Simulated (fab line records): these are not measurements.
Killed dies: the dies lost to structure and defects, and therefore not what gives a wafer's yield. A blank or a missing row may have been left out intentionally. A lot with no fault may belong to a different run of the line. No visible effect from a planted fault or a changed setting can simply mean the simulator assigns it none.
Which of the tools did it?    flow nand-harc    36 wafers from 12 lots sampled at 3 of the route's 1159 steps

== WHAT THE GAUGES READ, wafer by wafer ==
NHARC_P_ZERO_WELL_CD_MEAS_37: target cd 720 nm. Usual: 718.9 nm for cd-nm, sd 2.2.
lot   measured     on         cd-nm (nm)         flag
L725  day 1 22:14  cd-sem-01  720.0 719.4 719.4  
L727  day 2 10:06  cd-sem-01  719.1 719.0 720.1  
L729  day 2 21:55  cd-sem-02  722.3 716.3 719.2  
L730  day 3 04:16  cd-sem-03  719.1 717.9 720.8  
L731  day 3 10:05  cd-sem-03  718.7 719.1 720.4  
L732  day 3 16:05  cd-sem-03  719.0 715.9 716.9  
L736  day 4 15:58  cd-sem-02  717.3 718.2 719.7  
L739  day 5 10:15  cd-sem-03  721.8 719.6 721.7  
L740  day 5 16:20  cd-sem-02  697.5 698.9 701.7  OFF
L741  day 5 22:25  cd-sem-03  700.3 704.2 702.5  OFF
L746  day 7 04:08  cd-sem-03  722.8 718.7 715.4  
L747  day 7 10:00  cd-sem-03  719.8 720.4 723.5  

NHARC_P_STI_OVL_MEAS_10. Usual: overlay-x-nm 0 nm, standard deviation 5.2; overlay-y-nm -1 nm, standard deviation 4.6.
lot   measured     on          overlay-x-nm (nm)  overlay-y-nm (nm)  flag
L725  day 2 13:40  overlay-02  -6 -5 -5           0 0 0              
L727  day 3 02:19  overlay-02  -9 -8 -8           1 2 1              
L729  day 3 13:30  overlay-02  4 5 5              1 0 1              
L730  day 3 23:04  overlay-01  -3 -3 -3           -4 -3 -4           
L731  day 4 05:24  overlay-02  -6 -6 -6           -1 -1 0            
L732  day 4 11:02  overlay-02  -11 -11 -11        -3 -3 -3           
L736  day 5 12:42  overlay-01  -6 -4 -4           3 3 4              
L739  day 6 06:36  overlay-02  3 3 2              1 1 2              
L740  day 6 11:20  overlay-01  -2 -2 -1           -9 -9 -9           
L741  day 6 19:43  overlay-02  -4 -4 -4           3 2 3              
L746  day 8 01:46  overlay-02  6 6 6              1 0 1              
L747  day 8 01:56  overlay-01  -2 -1 -1           0 0 0              

== WHAT TOOL EACH LOT RAN ON (gives the tool, then ch and the chambers of the sampled wafers, and finally the start) ==
lot   NHARC_P_ZERO_WELL_EXPOSE_34
L725  krf-scanner-03 ch 0, day 1 22:05
L727  krf-scanner-01 ch 0, day 2 09:57
L729  krf-scanner-03 ch 0, day 2 21:46
L730  krf-scanner-01 ch 0, day 3 04:07
L731  krf-scanner-01 ch 0, day 3 09:56
L732  krf-scanner-01 ch 0, day 3 15:56
L736  krf-scanner-03 ch 0, day 4 15:48
L739  krf-scanner-02 ch 0, day 5 10:06
L740  krf-scanner-03 ch 0, day 5 16:11
L741  krf-scanner-03 ch 0, day 5 22:16
L746  krf-scanner-01 ch 0, day 7 03:59
L747  krf-scanner-01 ch 0, day 7 09:50
- NHARC_P_ZERO_WELL_EXPOSE_34: exposes mask P PWELL, target cd 720 nm.

== WHAT THE TOOLS THEMSELVES READ (means of the sampled wafers that have a number; where no wafer has one, the mark that the record gives instead) ==
NHARC_P_ZERO_WELL_EXPOSE_34. Usual: 22.307 for exposure-dose-mJ-cm2, sd 0.022.
lot   tool            exposure-dose-mJ-cm2  flag
L725  krf-scanner-03  22.317                
L727  krf-scanner-01  22.301                
L729  krf-scanner-03  22.327                
L730  krf-scanner-01  22.310                
L731  krf-scanner-01  22.321                
L732  krf-scanner-01  22.285                
L736  krf-scanner-03  22.311                
L739  krf-scanner-02  22.294                
L740  krf-scanner-03  19.961                OFF
L741  krf-scanner-03  20.022                OFF
L746  krf-scanner-01  22.283                
L747  krf-scanner-01  22.320                

== THE ANSWER, worked out from the rows above alone ==
Rule: take the mean of a lot's wafers that have a number; if it is more than 3 standard deviations from the usual mean, the lot is off. Also off: a lot with no number at a reading for which 4 or more lots have one. Any other lot the step has rows for is counted as sound. Order of review: gauges by route order, followed by the tools' own readings, for which a lot's mean as printed above is used. The first step at which some lot is off is used, and at that step the reading that is off furthest; a lot without a number counts as furthest.
Off at NHARC_P_ZERO_WELL_CD_MEAS_37 (cd-nm): L740, L741.
A tool fits if, at a process step before that reading, it ran every lot that is off, and no sound lot after the first of them. The gauges at NHARC_P_ZERO_WELL_CD_MEAS_37 aren't tried: what is off there is off at NHARC_P_ZERO_WELL_EXPOSE_34 too, on other tools, and a gauge's error can't cause that. One fits: krf-scanner-03 at NHARC_P_ZERO_WELL_EXPOSE_34. Its last sound lot is L736 (day 4 15:48), its first lot that is off L740 (day 5 16:11): a fault that began between those two fits.
On the lots that are off, the tool's own readings at NHARC_P_ZERO_WELL_EXPOSE_34 differ by more than 5 times the standard deviation of the sound lots' means, which bears it out; exposure-dose-mJ-cm2 reads 19.991 there versus 22.307 on the sound lots.

== WHAT THE SIMULATOR HAD INSERTED ==
Process parameter drift: krf-scanner-03, from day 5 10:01 on, at NHARC_P_ZERO_WELL_EXPOSE_34. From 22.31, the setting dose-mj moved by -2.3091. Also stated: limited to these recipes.
Shown lots that were struck: L740, L741. The rule above reached the same finding.
